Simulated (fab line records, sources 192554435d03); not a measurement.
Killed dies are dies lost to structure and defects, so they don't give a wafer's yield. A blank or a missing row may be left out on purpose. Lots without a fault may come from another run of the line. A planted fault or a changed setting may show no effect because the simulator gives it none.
Which tool did it? | flow n5_finfet | 13 lots, 36 wafers sampled, at 2 steps of a route of 1938

WHAT THE GAUGES READ, wafer by wafer
N5_WELL_APT_OVL_MEAS_09.
lot  | measured    | on         | NWELL_OVL (nm)
L780 | day 2 02:02 | overlay-02 | 14 -2
L781 | day 2 07:44 | overlay-02 | 6 8 4
L782 | day 2 13:55 | overlay-02 | 3 11 16
L783 | day 2 19:36 | overlay-02 | -4 5 3
L784 | day 3 01:36 | overlay-01 | 6 3 9
L786 | day 3 13:44 | overlay-01 | -2 1 7
L789 | day 4 07:50 | overlay-01 | 4 4 3
L792 | day 5 01:35 | overlay-01 | 0 5 -2
L793 | day 5 07:49 | overlay-01 | 9 7
L794 | day 5 13:44 | overlay-01 | 1 0 -2
L795 | day 5 19:52 | overlay-02 | 1 3 6
L797 | day 6 07:50 | overlay-02 | -1 3
L801 | day 7 07:35 | overlay-02 | 9 10 10

N5_WELL_APT_CD_MEAS_25: target cd 200 nm.
lot  | measured    | on        | cd_nm (nm)
L780 | day 2 03:08 | cd_sem-01 | 201.0 199.8
L781 | day 2 08:49 | cd_sem-02 | 203.2 198.9 200.7
L782 | day 2 15:30 | cd_sem-03 | 197.3 200.1 200.2
L783 | day 2 20:49 | cd_sem-03 | 194.4 199.3 197.6
L784 | day 3 02:43 | cd_sem-02 | 202.9 202.0 200.5
L786 | day 3 14:57 | cd_sem-01 | 199.2 204.5 197.3
L789 | day 4 08:56 | cd_sem-01 | 200.7 205.1 201.1
L792 | day 5 03:03 | cd_sem-02 | 196.4 201.9 202.4
L793 | day 5 09:04 | cd_sem-01 | 200.2 199.3
L794 | day 5 14:58 | cd_sem-01 | 202.6 205.5 200.5
L795 | day 5 20:58 | cd_sem-03 | 197.6 198.2 196.6
L797 | day 6 09:31 | cd_sem-02 | 196.5 198.2
L801 | day 7 09:15 | cd_sem-02 | 202.0 201.0 206.7

WHICH TOOL RAN EACH LOT (tool, then ch and the chambers of the sampled wafers, then the start)
The record holds no process step before these readings.

WHAT THE TOOLS THEMSELVES READ (means of the sampled wafers that have a number; where no wafer has one, the mark that the record gives instead)
The record holds no such reading with a usual standard deviation.

THE ANSWER, worked out from the rows above alone
Rule: what is usual is taken from the lots themselves. Put in order of their means at a reading, lots are off if they are a third of the lots or fewer, leave a main group of 4 or more, and stand apart from it by a gap of 3 or more times the standard deviation of the main group's means; of several such gaps the widest counts. A main group whose means are all the same, to the digits that the tables above print for the reading, isn't used. A lot without any number at a reading at which 4 lots or more have one is off too. The other lots that the step has rows for count as sound. The gauges are gone through in route order, then the tools' own readings, and for those a lot's mean is taken as printed above. The first step at which some lot is off is used, and at that step the reading that is off furthest; a lot without a number counts as furthest.
No lot is off at any reading shown: from this, nothing can be told.

WHAT THE SIMULATOR HAD PUT IN
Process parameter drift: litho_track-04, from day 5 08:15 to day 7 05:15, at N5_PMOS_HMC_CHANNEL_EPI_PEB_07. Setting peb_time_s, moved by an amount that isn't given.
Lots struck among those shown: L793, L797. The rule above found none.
